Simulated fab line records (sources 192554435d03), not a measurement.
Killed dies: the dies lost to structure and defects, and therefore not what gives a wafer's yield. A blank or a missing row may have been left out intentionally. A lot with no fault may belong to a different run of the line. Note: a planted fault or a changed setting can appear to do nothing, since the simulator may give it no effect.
fab line records	flow n5Finfet	part 1 of 2: steps 1 to 34 of 35
record: lots: 6	wafers: 18	lastDay: 18
route steps=1938 shown BEOL_M1@801 BEOL_M4@1111 PASSIVATION@1936
lots untouched by any fault: they come from a run of this same line in which no faults occurred
startH: the number of hours between the record's first day and the start of the first shown wafer of the lot	waitH: hours since the lot's step before	" identical to the entry in the row above	L1.1+2: a row that stands for several wafers	- no value, or no start was given	* or withheld: withheld	< > ~ a bound
route shown NAME@n: a module of which the file shows steps, and the number in the route of the first	usual: mean/standard deviation taken from wafers without a fault	same: alike in all rows	chamber/n: place in a boat	sites: per-site readings	_std_site: how widely they spread, as a standard deviation	_edge_site: outer sites' mean less inner sites'	radiusMm: how far each site lies from the wafer's centre	mask NAME#n: copy n	behind: tool/chamber where the wafer was last shaped	hold: what put the lot on hold/how long, in hours/how the hold closed	device: the transistor (n, p or np) that didn't switch	end of line: the same wafers' tests at the end of the route	a step given without rows: its recipe and nothing more	killed: at the first sort, the dies lost to defects and structure; wafer yield is something else	map: a wafer's dies, marking killed ones x, the rest . and places with no die _
set.NAME: the setting the step ran with; set.NAME@STEP: the setting that earlier step ran with	model.NAME: the simulator's own value behind a step, which no gauge read
lots at selected steps of the route; one table per step, one row per wafer
services: from which hour (startH, from the record's first day; less than 0 if before it) a tool's chamber was out of use, for how many hours, and why
== steps ==
step: N5_BEOL_M1_ETCH_41
recipe: chemistry: CH3F/O2	target: SiCN	targetDepthA: 319	taperDeg: 2	timeS: 57.8	ionEnergyEv: 120	maskMaterial: TiN	pressureMtorr: 30	sourceW: 395	biasW: 75	Ar_flow_sccm: 150	CH3F_flow_sccm: 30	O2_flow_sccm: 20
usual: drypumpMotorCurrentA: 5.7/0.56	oesProductAu: 0.76/0.082	rfVppV: 297.4/1.4	showerheadPlenumPTorr: 2.01/0.057	throttleValvePct: 16.35/0.23
lot.wafer	tool	chamber	startH	waitH	drypumpMotorCurrentA	oesProductAu	rfHoursCounterH	rfVppV	showerheadPlenumPTorr	throttleValvePct
L527.1	rieDiel-01	2	-	-	6.0	0.83	71	297.5	2.04	16.34
L527.4	"	0	"	"	5.2	0.79	135	297.1	2.01	16.60
L527.5	"	2	"	"	6.0	0.83	-	296.9	2.04	16.32
L529.1	rieDiel-01	3	-	-	5.9	0.74	177	295.5	1.91	16.44
L529.3	"	0	"	"	5.2	0.78	140	297.7	2.01	16.59
L529.4	"	1	"	"	4.9	0.71	184	297.9	2.06	16.27
L532.3	rieDiel-03	2	-	-	6.6	0.68	230	297.0	1.98	16.63
L532.4	"	1	"	"	5.7	0.94	13	297.2	2.04	16.01
L532.6	"	2	"	"	6.6	0.69	-	296.3	1.98	16.62
L533.2	rieDiel-03	1	-	-	5.7	0.92	15	298.4	2.04	16.02
L533.3	"	0	"	"	6.5	0.66	245	297.7	2.05	16.25
L533.6	"	0	"	"	6.5	0.67	-	298.1	2.05	16.26
L545.4	rieDiel-01	1	-	-	4.8	0.69	-	298.8	2.05	16.32
L545.5	"	2	"	"	6.0	0.78	-	297.7	2.03	16.41
L545.6	"	3	"	"	5.9	0.71	-	296.7	1.90	16.49
L547.1	rieDiel-01	1	-	-	4.9	0.69	217	297.0	2.05	16.33
L547.2	"	3	"	"	5.9	0.71	210	295.6	1.90	16.49
L547.4	"	1	"	"	4.8	0.69	-	297.2	2.05	16.33
step: N5_BEOL_M1_STRIP_97
recipe: chemistry: N2/H2	timeS: 10	powerW: 450	tempC: 40	pressureMtorr: 20	rfFrequencyHz: 6e+07	biasPowerW: 7	n2FlowSccm: 200	h2FlowSccm: 200
step: N5_BEOL_M1_OCD_MEAS_38
usual: trenchDepthNm: 54.7/1.1
lot.wafer	tool	chamber	startH	waitH	trenchDepthNm
L527.1	ocd-01	-	124.66	-	56.5
L527.4	"	-	"	"	56.0
L527.5	"	-	"	"	55.7
L529.1	ocd-02	-	142.18	-	53.7
L529.3	"	-	"	"	56.4
L529.4	"	-	"	"	53.7
L532.3	ocd-01	-	154.24	-	54.0
L532.4	"	-	"	"	55.0
L532.6	"	-	"	"	53.9
L533.2	ocd-01	-	164.53	-	54.7
L533.3	"	-	"	"	54.6
L533.6	"	-	"	"	53.7
L545.4	ocd-01	-	245.64	-	55.5
L545.5	"	-	"	"	56.3
L545.6	"	-	"	"	53.0
L547.1	ocd-02	-	249.97	-	54.2
L547.2	"	-	"	"	53.4
L547.4	"	-	"	"	54.5
step: N5_BEOL_M1_HM_STRIP_39
recipe: chemistry: peroxideTinStrip	material: TiN	targetDepthA: 250	tempC: 50	timeS: 158
step: N5_BEOL_M1_SRD_40
recipe: timeS: 30	tempC: 23	rinseLiquid: diw	dry: ipaMarangoni
step: N5_BEOL_M1_PRECLEAN_42
recipe: chemistry: residueRemover	timeS: 60	tempC: 40
step: N5_BEOL_M1_SRD_43
recipe: timeS: 30	tempC: 23	rinseLiquid: diw	dry: ipaMarangoni
step: N5_BEOL_M1_CD_MEAS_35
recipe: targetCdNm: 18	targetCdYNm: 21	polarity: opening
usual: cdNm: 17.9/0.34
lot.wafer	tool	chamber	startH	waitH	cdNm
L527.1	cdSem-03	-	124.82	0.0	18.1
L527.4	"	-	"	"	17.8
L527.5	"	-	"	"	18.3
L529.1	cdSem-01	-	142.34	0.0	17.7
L529.3	"	-	"	"	17.9
L529.4	"	-	"	"	17.7
L532.3	cdSem-02	-	154.40	0.0	18.4
L532.4	"	-	"	"	18.3
L532.6	"	-	"	"	17.9
L533.2	cdSem-01	-	164.69	0.0	16.9
L533.3	"	-	"	"	18.2
L533.6	"	-	"	"	17.8
L545.4	cdSem-03	-	245.79	0.0	18.3
L545.5	"	-	"	"	18.4
L545.6	"	-	"	"	18.6
L547.1	cdSem-02	-	250.12	0.0	18.2
L547.2	"	-	"	"	18.2
L547.4	"	-	"	"	17.8
step: N5_BEOL_M1_DEGAS_44
recipe: ambient: vacuum	tempC: 250	timeS: 60
step: N5_BEOL_M1_PRE_CLEAN_45
recipe: gas: H2/He	timeS: 30	tempC: 250
step: N5_BEOL_M1_ALD_84
recipe: material: TaN	targetThkA: *	tempC: 275	aldPrecursorFamily: PDMAT	aldCoReactant: NH3	pressureTorr: 3	carrierFlowSccm: 1500	pulseTimeS: 2	purgeTimeS: 3	coReactantPurgeTimeS: 2	coReactantPulseTimeS: 3	aldCycles: 30	precursorVesselTempC: 75	precursorVesselPressureTorr: 26.25	precursorVesselCarrierSccm: 1000
step: N5_BEOL_M1_SURFACE_TREAT_85
recipe: gas: Ar	timeS: *	ionEnergyEv: *	ionCurrentMaCm2: 0.5	pressureMtorr: *	arFlowSccm: 30
step: N5_BEOL_M1_CVD_47
recipe: material: Co	targetThkA: 30	tempC: withheld	precursor: CCTBA/H2	pressureTorr: 30	timeS: 223.8
usual: chamberPressureTorr: 29.99/0.065	runLengthS: 246.7/0.51
lot.wafer	tool	chamber	startH	waitH	chamberPressureTorr	runLengthS
L527.1	cvdCo-01	0	127.01	0.1	29.99	246.9
L527.4	"	0	"	"	30.08	246.0
L527.5	"	2	"	"	29.99	246.3
L529.1	cvdCo-01	2	143.31	0.1	29.96	246.2
L529.3	"	1	"	"	30.04	246.6
L529.4	"	2	"	"	29.97	246.1
L532.3	cvdCo-01	2	155.06	0.1	-	-
L532.4	"	1	"	"	-	-
L532.6	"	2	"	"	-	-
L533.2	cvdCo-02	1	165.28	0.1	-	-
L533.3	"	2	"	"	-	-
L533.6	"	0	"	"	-	-
L545.4	cvdCo-02	0	246.79	0.3	29.93	246.9
L545.5	"	2	"	"	30.04	247.4
L545.6	"	1	"	"	30.00	246.6
L547.1	cvdCo-02	0	251.37	0.2	30.03	246.7
L547.2	"	1	"	"	29.96	246.5
L547.4	"	1	"	"	30.09	246.2
step: N5_BEOL_M1_SPUTTER_48
recipe: material: Cu	targetThkA: 45	tempC: -20	chamberPressurePa: 0.07	powerW: withheld	timeS: 8.29
step: N5_BEOL_M1_ANNEAL_49
recipe: tempC: 400	timeS: 240	ambient: vacuum
usual: heaterPowerW: 824/83
lot.wafer	tool	chamber	startH	waitH	heaterPowerW
L527.1	pvdSputter-01	-	127.40	0.0	857
L527.4	"	-	"	"	700
L527.5	"	-	"	"	856
L529.1	pvdSputter-03	-	143.85	0.0	859
L529.3	"	-	"	"	935
L529.4	"	-	"	"	765
L532.3	pvdSputter-02	-	155.36	0.0	801
L532.4	"	-	"	"	991
L532.6	"	-	"	"	808
L533.2	pvdSputter-03	-	165.54	0.0	865
L533.3	"	-	"	"	730
L533.6	"	-	"	"	745
L545.4	pvdSputter-02	-	247.08	0.0	794
L545.5	"	-	"	"	794
L545.6	"	-	"	"	983
L547.1	pvdSputter-02	-	251.76	0.0	801
L547.2	"	-	"	"	805
L547.4	"	-	"	"	803
step: N5_BEOL_M1_SPUTTER_79
recipe: material: Cu	targetThkA: 45	tempC: -20	chamberPressurePa: 0.07	powerW: withheld	timeS: 8.29
usual: chuckGasFlowSccm: 1.26/0.053	throttleValvePct: 30.1/0.73
lot.wafer	tool	chamber	startH	waitH	chuckGasFlowSccm	throttleValvePct
L527.1	pvdSputter-01	-	127.56	0.1	1.29	29.0
L527.4	"	-	"	"	1.22	30.9
L527.5	"	-	"	"	1.34	30.6
L529.1	pvdSputter-03	-	143.99	0.1	1.16	28.6
L529.3	"	-	"	"	1.42	29.2
L529.4	"	-	"	"	1.27	30.0
L532.3	pvdSputter-02	-	155.50	0.1	1.28	29.7
L532.4	"	-	"	"	1.23	30.2
L532.6	"	-	"	"	1.26	29.6
L533.2	pvdSputter-03	-	165.68	0.1	1.20	28.7
L533.3	"	-	"	"	1.34	30.7
L533.6	"	-	"	"	1.38	30.9
L545.4	pvdSputter-02	-	247.22	0.1	1.17	29.7
L545.5	"	-	"	"	1.23	30.8
L545.6	"	-	"	"	1.26	30.0
L547.1	pvdSputter-02	-	251.90	0.1	1.24	30.9
L547.2	"	-	"	"	1.28	29.8
L547.4	"	-	"	"	1.24	30.5
step: N5_BEOL_M1_ANNEAL_80
recipe: tempC: 400	timeS: 240	ambient: vacuum
step: N5_BEOL_M1_SPUTTER_81
recipe: material: Cu	targetThkA: 45	tempC: -20	chamberPressurePa: 0.07	powerW: withheld	timeS: 8.29
step: N5_BEOL_M1_ANNEAL_82
recipe: tempC: 400	timeS: 240	ambient: vacuum
step: N5_BEOL_M1_SPUTTER_86
recipe: material: Cu	targetThkA: 45	tempC: -20	chamberPressurePa: 0.07	powerW: withheld	timeS: 8.29
step: N5_BEOL_M1_ANNEAL_87
recipe: tempC: 400	timeS: 240	ambient: vacuum
usual: heaterPowerW: 825/83
lot.wafer	tool	chamber	startH	waitH	heaterPowerW
L527.1	pvdSputter-01	-	128.12	0.0	869
L527.4	"	-	"	"	712
L527.5	"	-	"	"	876
L529.1	pvdSputter-03	-	144.51	0.0	887
L529.3	"	-	"	"	899
L529.4	"	-	"	"	782
L532.3	pvdSputter-02	-	156.02	0.0	810
L532.4	"	-	"	"	1020
L532.6	"	-	"	"	821
L533.2	pvdSputter-03	-	166.20	0.0	886
L533.3	"	-	"	"	753
L533.6	"	-	"	"	759
L545.4	pvdSputter-02	-	247.74	0.0	804
L545.5	"	-	"	"	811
L545.6	"	-	"	"	995
L547.1	pvdSputter-02	-	252.42	0.0	815
L547.2	"	-	"	"	830
L547.4	"	-	"	"	809
step: N5_BEOL_M1_SPUTTER_88
recipe: material: Cu	targetThkA: 45	tempC: -20	chamberPressurePa: 0.07	powerW: withheld	timeS: 8.29
step: N5_BEOL_M1_ANNEAL_89
recipe: tempC: 400	timeS: 240	ambient: vacuum
step: N5_BEOL_M1_SPUTTER_90
recipe: material: Cu	targetThkA: 45	tempC: -20	chamberPressurePa: 0.07	powerW: withheld	timeS: 8.29
usual: chuckGasFlowSccm: 1.26/0.057	throttleValvePct: 30.1/0.71
lot.wafer	tool	chamber	startH	waitH	chuckGasFlowSccm	throttleValvePct
L527.1	pvdSputter-01	-	128.51	0.1	1.31	29.1
L527.4	"	-	"	"	1.35	30.8
L527.5	"	-	"	"	1.29	30.8
L529.1	pvdSputter-03	-	144.87	0.1	1.21	28.8
L529.3	"	-	"	"	1.18	29.3
L529.4	"	-	"	"	1.29	29.8
L532.3	pvdSputter-02	-	156.38	0.1	1.28	29.6
L532.4	"	-	"	"	1.27	29.5
L532.6	"	-	"	"	1.28	29.6
L533.2	pvdSputter-03	-	166.56	0.1	1.27	28.5
L533.3	"	-	"	"	1.31	30.6
L533.6	"	-	"	"	1.26	30.7
L545.4	pvdSputter-02	-	248.10	0.1	1.22	29.8
L545.5	"	-	"	"	1.27	30.8
L545.6	"	-	"	"	1.25	29.9
L547.1	pvdSputter-02	-	252.78	0.1	1.20	30.5
L547.2	"	-	"	"	1.24	29.5
L547.4	"	-	"	"	1.35	30.7
step: N5_BEOL_M1_ANNEAL_91
recipe: tempC: 400	timeS: 240	ambient: vacuum
step: N5_BEOL_M1_SPUTTER_92
recipe: material: Cu	targetThkA: 45	tempC: -20	chamberPressurePa: 0.07	powerW: withheld	timeS: 8.29
step: N5_BEOL_M1_ANNEAL_93
recipe: tempC: 400	timeS: 240	ambient: vacuum
step: N5_BEOL_M1_SPUTTER_94
recipe: material: Cu	targetThkA: 45	tempC: -20	chamberPressurePa: 0.07	powerW: withheld	timeS: 8.29
step: N5_BEOL_M1_ANNEAL_95
recipe: tempC: 400	timeS: 240	ambient: vacuum
step: N5_BEOL_M1_SPUTTER_96
recipe: material: Cu	targetThkA: 45	tempC: -20	chamberPressurePa: 0.07	powerW: withheld	timeS: 8.29
step: N5_BEOL_M1_ECD_50
recipe: material: Cu	targetThkA: 3000
step: N5_BEOL_M1_ANNEAL_51
recipe: tempC: 225	timeS: 90	ambient: N2
step: N5_BEOL_M1_CMP_52
recipe: stopOn: SiOC	tOverpolishS: 6.8	downForcePsi: 1	platenRpm: 50	clearingPlatenDownForcePsi: 1.5	clearingPlatenRpm: 50	postCmpClean: cuAlkaline	targetThkNm: 40	clearingPlatenPadVelocityMS: 0.99484	padVelocityMS: 0.99484
usual: barrierFieldEndpointS: 24.6/0.58	clearingPlatenDownForcePsi: 1.500/0.0031	motorCurrentA: 6.1/0.46	slurryFilterDpKPa: 13.50/0.14
lot.wafer	tool	chamber	startH	waitH	barrierFieldEndpointS	clearingPlatenDownForcePsi	motorCurrentA	slurryFilterDpKPa	model.Cu_of_BEOL_M1_ECD_50.thkNm
L527.4	cmp-04	0	129.72	0.1	24.4	1.502	5.6	13.64	42
L527.1	"	3	"	"	25.0	1.499	6.6	13.61	40.2
L527.5	"	1	"	"	24.6	1.497	6.1	13.47	43.4
L529.4	cmp-04	1	146.03	0.1	25.3	1.501	6.1	13.43	41.6
L529.3	"	2	"	"	24.9	1.502	6.6	13.61	39.2
L529.1	"	0	"	"	25.0	1.499	5.5	13.32	41.2
L532.3	cmp-01	1	157.62	0.2	21.4	1.501	5.5	13.45	43.6
L532.4	"	2	"	"	20.9	1.497	6.3	13.61	41.2
L532.6	"	3	"	"	20.8	1.504	6.4	13.63	43.4
L533.3	cmp-04	0	167.95	0.2	21.4	1.505	5.8	13.52	42.6
L533.2	"	2	"	"	21.2	1.499	6.6	13.60	42.2
L533.6	"	0	"	"	21.7	1.502	5.5	13.55	44.2
L545.4	cmp-04	1	249.29	0.2	25.6	1.492	6.0	13.69	42.2
L545.5	"	0	"	"	25.8	1.500	5.9	13.42	43.2
L545.6	"	1	"	"	25.7	1.494	5.8	13.64	41.6
L547.2	cmp-04	1	254.60	0.4	24.2	1.496	6.2	13.38	38.2
L547.1	"	2	"	"	25.2	1.502	6.3	13.41	39.2
L547.4	"	3	"	"	24.6	1.501	6.2	13.48	39
step: N5_BEOL_M4_RC_MEAS_101
usual: DIBL_N: 36.2/1.6	DIBL_P: 36.5/1.9	IOFF_N: 0.158/0.027	IOFF_P: 0.21/0.038	ION_N: 675/12	ION_P: 464/8.9	SS_N: 71.5/0.61	SS_P: 73.4/0.59	VT_N: 250.4/3	VT_P: -250/3.6
lot.wafer	tool	chamber	startH	waitH	DIBL_N[mV/V]	DIBL_P[mV/V]	IOFF_N[nA/um]	IOFF_P[nA/um]	ION_N[uA/um]	ION_P[uA/um]	SS_N[mV/dec]	SS_P[mV/dec]	VT_N[mV]	VT_P[mV]
L527.1	prober-02	0	167.19	0.0	36.5	37.6	0.160	0.24	673	467	72.0	73.2	250.8	-250
L527.4	"	0	"	"	36.1	37.2	0.158	0.22	674	460	70.8	73.3	249.6	-251
L527.5	"	0	"	"	35.6	36.8	0.149	0.21	672	464	71.8	72.6	252.1	-249
L529.1	prober-01	0	170.19	0.0	34.6	34.5	0.125	0.17	661	456	70.9	73.1	255.4	-257
L529.3	"	0	"	"	33.8	33.2	0.115	0.16	659	455	71.0	73.3	254.6	-254
L529.4	"	0	"	"	35.7	35.9	0.150	0.20	672	460	71.4	73.8	250.0	-252
L545.4	prober-01	0	281.71	0.5	37.5	38.3	0.174	0.26	692	475	71.1	74.4	245.8	-245
L545.5	"	0	"	"	37.9	38.2	0.169	0.25	690	481	71.9	73.6	249.3	-247
L545.6	"	0	"	"	35.0	35.0	0.132	0.20	672	461	71.0	72.5	254.3	-248
L547.1	prober-02	0	307.55	0.0	37.6	35.6	0.169	0.23	663	456	72.5	73.1	251.5	-248
L547.2	"	0	"	"	36.5	35.5	0.159	0.23	674	470	72.1	73.5	249.0	-246
L547.4	"	0	"	"	37.8	36.5	0.174	0.24	675	461	72.2	73.8	248.9	-249
== key ==
firstSign: step: N5_BEOL_M1_CVD_47	reading: toolRecord	direction: missing
effect: step: N5_BEOL_M1_CMP_52	reading: barrierFieldEndpointS	direction: down	sigmas: 5.8	usual: 24.6	struck: 21.3
effect: step: N5_PASSIVATION_PROBE_49	reading: killed_at_M0_to_M3	direction: up	sigmas: 99+	usual: 33	struck: 1128
modelEffect: step: N5_BEOL_M1_CMP_52	value: Cu_of_BEOL_M1_ECD_50.thkNm	without: 39.9	struck: 42.87
moreKillsBornAt: N5_BEOL_M1_CVD_47@cvdCo-02: 2593	N5_BEOL_M1_CVD_47@cvdCo-01: 2550
metAt N5_BEOL_M1_CVD_47
struckWafers L532.3,L532.4,L532.6,L533.2,L533.3,L533.6
laterRowsLeftOut L532.3,L532.4,L532.6,L533.2,L533.3,L533.6
onsetBetween 143.31 155.06
fault: kind: skippedStepWhole	tool: cvdCo-01,cvdCo-02	chamber: -	onsetH: 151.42	steps: N5_BEOL_M1_CVD_47	scope: struckLotsOnly
laterRowsLeftOut: the simulator's readings of these wafers behind a module that went badly wrong aren't trusted and aren't shown, but for the sort
